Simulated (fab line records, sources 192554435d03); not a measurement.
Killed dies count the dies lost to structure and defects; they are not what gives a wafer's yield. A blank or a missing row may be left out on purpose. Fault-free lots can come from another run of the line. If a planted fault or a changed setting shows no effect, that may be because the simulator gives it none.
What tool caused it?    flow n5_finfet    9 lots, 25 wafers sampled, at 5 steps of a route of 1938

== WHAT THE GAUGES SHOWED, per wafer ==
N5_STI_FIN_REVEAL_FIN_H_MEAS_10.
lot   measured     on      trench_depth_nm (nm)
L159  day 3 08:08  ocd-02  52.0 52.0 52.4
L161  day 3 21:16  ocd-02  51.0 51.0 51.2
L163  day 4 07:19  ocd-01  51.5 50.9 50.9
L167  day 5 10:59  ocd-02  52.7 52.6 51.7
L168  day 5 16:54  ocd-02  53.5 52.9 53.3
L169  day 5 20:46  ocd-02  52.7 52.2 52.7
L175  day 7 08:20  ocd-02  52.7 52.2
L178  day 8 01:58  ocd-02  67.2 52.1
L179  day 8 06:29  ocd-01  52.2 52.4 51.3

== WHICH TOOL RAN EACH LOT (tool, then ch and the chambers of the sampled wafers, then the start) ==
lot   N5_STI_FIN_REVEAL_ALD_14          N5_STI_FIN_REVEAL_ETCHBACK_08      N5_STI_FIN_REVEAL_STRIP_24         N5_STI_FIN_REVEAL_ETCH_34
L159  ald_sin-03 ch 1,3, day 2 23:20    rie_diel-06 ch 0,1, day 3 05:09    rie_diel-06 ch 0,1, day 3 05:11    rie_si-05 ch 0,2, day 3 07:31
L161  ald_sin-01 ch 0,2,3, day 3 12:44  rie_diel-06 ch 0,3, day 3 18:18    rie_diel-06 ch 0,3, day 3 18:20    rie_si-01 ch 0,1, day 3 20:39
L163  ald_sin-03 ch 0,1,2, day 3 22:25  rie_diel-06 ch 0,1,3, day 4 04:17  rie_diel-06 ch 0,1,3, day 4 04:19  rie_si-05 ch 0,1,3, day 4 06:41
L167  ald_sin-03 ch 2,3, day 5 02:04    rie_diel-02 ch 1,3, day 5 07:40    rie_diel-02 ch 1,3, day 5 07:42    rie_si-05 ch 2,3, day 5 10:19
L168  ald_sin-03 ch 0,3, day 5 07:15    rie_diel-02 ch 1,3, day 5 13:57    rie_diel-02 ch 1,3, day 5 13:59    rie_si-01 ch 0,1,2, day 5 16:17
L169  ald_sin-01 ch 0,1,3, day 5 12:10  rie_diel-02 ch 2,3, day 5 17:49    rie_diel-02 ch 2,3, day 5 17:51    rie_si-05 ch 0,1,3, day 5 20:10
L175  ald_sin-02 ch 0,1, day 6 23:43    rie_diel-02 ch 0,2, day 7 05:22    rie_diel-02 ch 0,2, day 7 05:23    rie_si-05 ch 0,3, day 7 07:43
L178  ald_sin-02 ch 1,3, day 7 16:17    rie_diel-02 ch 0,3, day 7 23:01    rie_diel-02 ch 0,3, day 7 23:02    rie_si-03 ch 2,3, day 8 01:21
L179  ald_sin-01 ch 0,1,3, day 7 21:50  rie_diel-03 ch 1,2, day 8 03:31    rie_diel-03 ch 1,2, day 8 03:34    rie_si-03 ch 2,3, day 8 05:52
- N5_STI_FIN_REVEAL_ALD_14: deposits Si3N4, target thk 3 nm.
- N5_STI_FIN_REVEAL_ETCHBACK_08: etches SiO2 in C4F6/O2, target depth 30.5 nm, time 10.167 s.
- N5_STI_FIN_REVEAL_STRIP_24: strips in N2/H2, time 90 s.
- N5_STI_FIN_REVEAL_ETCH_34: etches Si in H2, material Si, target depth 0.97 nm.

== THE ANSWER, worked out from the rows above alone ==
Rule: what is usual is taken from the lots themselves. Put in order of their means at a reading, lots are off if they are a third of the lots or fewer, leave a main group of 4 or more, and stand apart from it by a gap of 3 or more times the standard deviation of the main group's means; of several such gaps the widest counts. The tables above print the reading to a certain number of digits; a main group whose means all agree to those digits is not used. A lot without any number at a reading at which 4 lots or more have one is off too. The other lots that the step has rows for count as sound.
Off, at N5_STI_FIN_REVEAL_FIN_H_MEAS_10 on trench_depth_nm: L178. For the main group the mean is 52.1 nm and the standard deviation 0.68.
A tool fits if, at a process step before that reading, it ran every lot that is off, and no sound lot after the first of them. Gauges at N5_STI_FIN_REVEAL_FIN_H_MEAS_10: tried the same way as those tools. Can't be told from this: 3 tools fit, ald_sin-02 at N5_STI_FIN_REVEAL_ALD_14, rie_diel-02 at N5_STI_FIN_REVEAL_ETCHBACK_08 and N5_STI_FIN_REVEAL_STRIP_24, ocd-02 at N5_STI_FIN_REVEAL_FIN_H_MEAS_10.

== WHAT WAS PUT IN BY THE SIMULATOR ==
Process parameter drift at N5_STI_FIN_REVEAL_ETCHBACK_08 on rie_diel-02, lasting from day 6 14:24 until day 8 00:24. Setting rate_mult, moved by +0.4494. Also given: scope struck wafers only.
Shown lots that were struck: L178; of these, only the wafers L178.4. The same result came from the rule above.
